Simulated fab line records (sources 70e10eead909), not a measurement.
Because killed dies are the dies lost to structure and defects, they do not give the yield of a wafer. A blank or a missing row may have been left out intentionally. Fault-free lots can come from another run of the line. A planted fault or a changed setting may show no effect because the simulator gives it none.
Comparing a struck lot with a sound one :: flow nand_harc :: 17 out of 1302 route steps
Sound: wafers L351.3, L351.4, L351.5. Wafers L359.3, L359.4, L359.6 were the ones struck. The cause is named last.
Per side, at each step with rows, come the tool, then ch with its chambers, and then its first start. Under that, the readings that differ: sound wafers :: struck wafers :: difference of the means :: sigmas: that difference in standard deviations of wafers without a fault.
alike: a reading whose means differ by less than 2 such deviations, as well as words and numbers matching on both sides. not compared: withheld readings; readings where some wafer has no value; bounds like >300 that might hide an equal value; numbers whose values overlap and for which the record gives no deviation.
A row with sigmas, a row that says differs or no value, or rows on one side alone: a step with any of these is where the two part. Numbers that don't overlap but have no deviation are shown without sigmas and don't part them. A reading that every wafer of one side lacks parts them only if that side has two wafers or more.

NHARC_P_GATE_CD_MEAS_59 targets a cd of 720 nm.
  sound on cd_sem-03 ch 0, day 7 20:04; struck on cd_sem-03 ch 0, day 10 20:08
  alike: cd_nm
then, 1 step without rows for these wafers: NHARC_P_GATE_HARDBAKE_60 (time 80 s).
NHARC_P_GATE_DESCUM_61: chemistry O2, time 3 s.
  sound on rie_diel-07 ch 0,1,3, day 7 20:14; struck on rie_diel-12 ch 0,2,3, day 10 20:18
  alike: drypump_motor_current_A, oes_product_au, rf_vpp_V, showerhead_plenum_p_Torr, throttle_valve_pct
  not compared: rf_hours_counter_h
then, 1 step without rows for these wafers: NHARC_P_GATE_IMPLANT_62.
NHARC_P_GATE_STRIP_112: strips in N2/H2, time 200 s.
  sound on plasma_asher-02 ch 0,1, day 7 20:41; struck on plasma_asher-01 ch 0,1, day 10 20:45
  alike: drypump_motor_current_A, heater_power_w, temp_c
  not compared: rf_hours_counter_h
NHARC_P_GATE_STRIP_76: strips in O2.
  sound on plasma_asher-02 ch 0,1, day 7 20:53; struck on plasma_asher-01 ch 0,1, day 10 20:56
  alike: drypump_motor_current_A, heater_power_w, temp_c
  not compared: rf_hours_counter_h
then, 6 steps without rows for these wafers: NHARC_P_GATE_STRIP_63 (strips in SPM, time 900 s); NHARC_P_GATE_DEHYDRATE_83 (time 120 s); NHARC_P_GATE_HMDS_84 (time 30 s); NHARC_P_GATE_COAT_85; NHARC_P_GATE_SOFTBAKE_86 (time 95 s); NHARC_P_GATE_EBR_87.
NHARC_P_GATE_EXPOSE_88: exposes mask P HVN, target cd 2000 nm.
  sound on krf_scanner-04 ch 0, day 7 21:30; struck on krf_scanner-03 ch 0, day 10 21:41
reading: mask
sound: P_HVN#0 P_HVN#0 P_HVN#0
struck: P_PSD#0 P_PSD#0 P_PSD#0
difference: differs
sigmas: 
then, 2 steps without rows for these wafers: NHARC_P_GATE_PEB_89 (peb time 85 s); NHARC_P_GATE_DEVELOP_90 (time 70 s).
NHARC_P_GATE_CD_MEAS_91 targets a cd of 2000 nm.
  sound on cd_sem-01 ch 0, day 7 21:39; struck on cd_sem-03 ch 0, day 10 21:50
reading: cd_nm (nm)
sound: 2001.0 2000.2 2000.3
struck: - - -
difference: no value on the struck wafers
sigmas: 
then, 1 step without rows for these wafers: NHARC_P_GATE_HARDBAKE_92 (time 80 s).

== WHERE THEY PART ==
First at NHARC_P_GATE_EXPOSE_88; last, within this record, at NHARC_P_GATE_CD_MEAS_91.

WHY: the cause the simulator had injected
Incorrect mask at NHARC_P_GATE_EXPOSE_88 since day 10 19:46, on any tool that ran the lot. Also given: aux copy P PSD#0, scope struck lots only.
